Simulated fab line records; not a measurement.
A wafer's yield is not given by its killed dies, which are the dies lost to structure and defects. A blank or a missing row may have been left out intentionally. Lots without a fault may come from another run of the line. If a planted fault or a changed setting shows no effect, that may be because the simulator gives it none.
Struck lot and sound lot, side by side    flow n5_finfet    37 out of 1938 route steps
Sound: the wafers L486.4, L486.5, L486.6. Wafers L480.1, L480.3, L480.5 were the ones struck. At the end, the cause is stated.
Order at every step that has rows: each side's tool, ch and its chambers, its first start. Under that, the readings that differ: sound wafers    struck wafers    difference of the means    sigmas: that difference in standard deviations of wafers without a fault.
alike: readings whose means differ by less than 2 such deviations, and words and numbers that are the same on both sides. not compared: withheld readings, readings that some wafer has no value for, bounds like >300 that may hide the same value, and numbers for which the record gives no deviation and whose values overlap.
A row with sigmas, a row that says differs or no value, or rows on one side alone: a step with any of these is where the two part. Non-overlapping numbers with no deviation appear without sigmas and do not part them. A reading missing from all wafers of one side parts the sides only when that side holds two or more wafers.

first, 9 steps without rows for these wafers: N5_BEOL_M4_ANNEAL_95 (time 240 s); N5_BEOL_M4_SPUTTER_96 (material Cu, target thk 4.5 nm, time 8.29 s); N5_BEOL_M4_ECD_50 (material Cu, target thk 300 nm); N5_BEOL_M4_ANNEAL_51 (time 90 s); N5_BEOL_M4_CMP_52 (polishes, stops on SiOC, t overpolish 6.8 s, target thk 40 nm); N5_BEOL_M4_PRE_CLEAN_60 (time 15 s); N5_BEOL_M4_CO_CAP_55 (material Co, precursor CCTBA/H2, target thk 2 nm, time 102.1 s); N5_BEOL_M4_PRE_CLEAN_56 (time 15 s); N5_BEOL_M4_DEP_57 (deposits SiCN from 3MS/NH3, target thk 8 nm, time 14 s).
N5_BEOL_M4_RC_MEAS_101:
  sound on prober-02 ch 0, day 11 07:02; struck on prober-01 ch 0, day 9 08:40
  alike: DIBL_N, DIBL_P, IOFF_N, IOFF_P, ION_N, ION_P, SS_N, SS_P, VT_N, VT_P
then, 24 steps without rows for these wafers: N5_BEOL_M5_ILD_DEP_00 (deposits SiCOH lowk from DEMS/porogen, target thk 140.64 nm, time 25.9 s); N5_BEOL_M5_CURE_79 (cures SiCOH lowk, time 240 s); N5_BEOL_M5_PECVD_70 (deposits SiO2 from TEOS/O2, target thk 16 nm, time 18 s); N5_BEOL_M5_HM_DEP_02 (deposits TiN, target thk 20 nm); N5_BEOL_M5_COAT_59 (time 60 s, resist thk 60 nm); N5_BEOL_M5_COAT_60 (time 60 s, resist thk 12 nm); N5_BEOL_M5_COAT_71 (time 60 s, resist thk 5 nm); N5_BEOL_M5_COAT_05 (resist thk 30 nm); N5_BEOL_M5_EBR_07; N5_BEOL_M5_SOFTBAKE_06 (time 60 s); N5_BEOL_M5_EXPOSE_08 (exposes mask M5, target cd 28 nm); N5_BEOL_M5_PEB_09 (peb time 60 s); N5_BEOL_M5_DEVELOP_10 (develop time 30 s); N5_BEOL_M5_DESCUM_16 (chemistry O2, time 7 s); N5_BEOL_M5_ETCH_72 (etches underlayer in N2/H2, target depth 6.5 nm, time 5.2 s); N5_BEOL_M5_ETCH_61 (etches SiARC in CF4, target depth 15.6 nm, time 26 s); N5_BEOL_M5_ETCH_62 (etches SOC in N2/H2, target depth 75 nm, overetch 15 nm, time 112.5 s); N5_BEOL_M5_STRIP_63 (strips in N2/H2); N5_BEOL_M5_STRIP_73 (strips in N2/H2); N5_BEOL_M5_STRIP_64 (strips in CF4); N5_BEOL_M5_HM_OPEN_17 (chemistry Cl2/BCl3, target TiN, target depth 20 nm, overetch 6 nm); N5_BEOL_M5_STRIP_19 (strips in O2); N5_BEOL_M5_COAT_65 (time 60 s, resist thk 60 nm); N5_BEOL_M5_COAT_66 (time 60 s, resist thk 12 nm).
N5_BEOL_M9_ECD_50: material Cu, target thk 318 nm.
  sound on ecd_cu-01 ch 0,1, day 13 02:08; struck on ecd_cu-01 ch 0,1, day 11 01:17
N5_BEOL_M9_CMP_52: polishes, stops on SiCOH lowk, t overpolish 7 s, target thk 140 nm.
  sound on cmp-02 ch 0,1,2, day 13 02:40; struck on cmp-02 ch 0,2, day 11 02:52
reading                 sound     struck  difference  sigmas
time_to_endpoint_s (s)  64 68 71  2 6 5   -63         -15
  alike: clearing_platen_rpm, edge_zone_pressure_frac, motor_current_A
N5_PASSIVATION_PROBE_49:
  rows exist in the record for the sound wafers here (prober-02, day 15 13:52), none for the struck ones

## WHERE THEY PART
Last at N5_PASSIVATION_PROBE_49 as far as this record goes, first at N5_BEOL_M9_CMP_52.

WHY: the cause the simulator had injected
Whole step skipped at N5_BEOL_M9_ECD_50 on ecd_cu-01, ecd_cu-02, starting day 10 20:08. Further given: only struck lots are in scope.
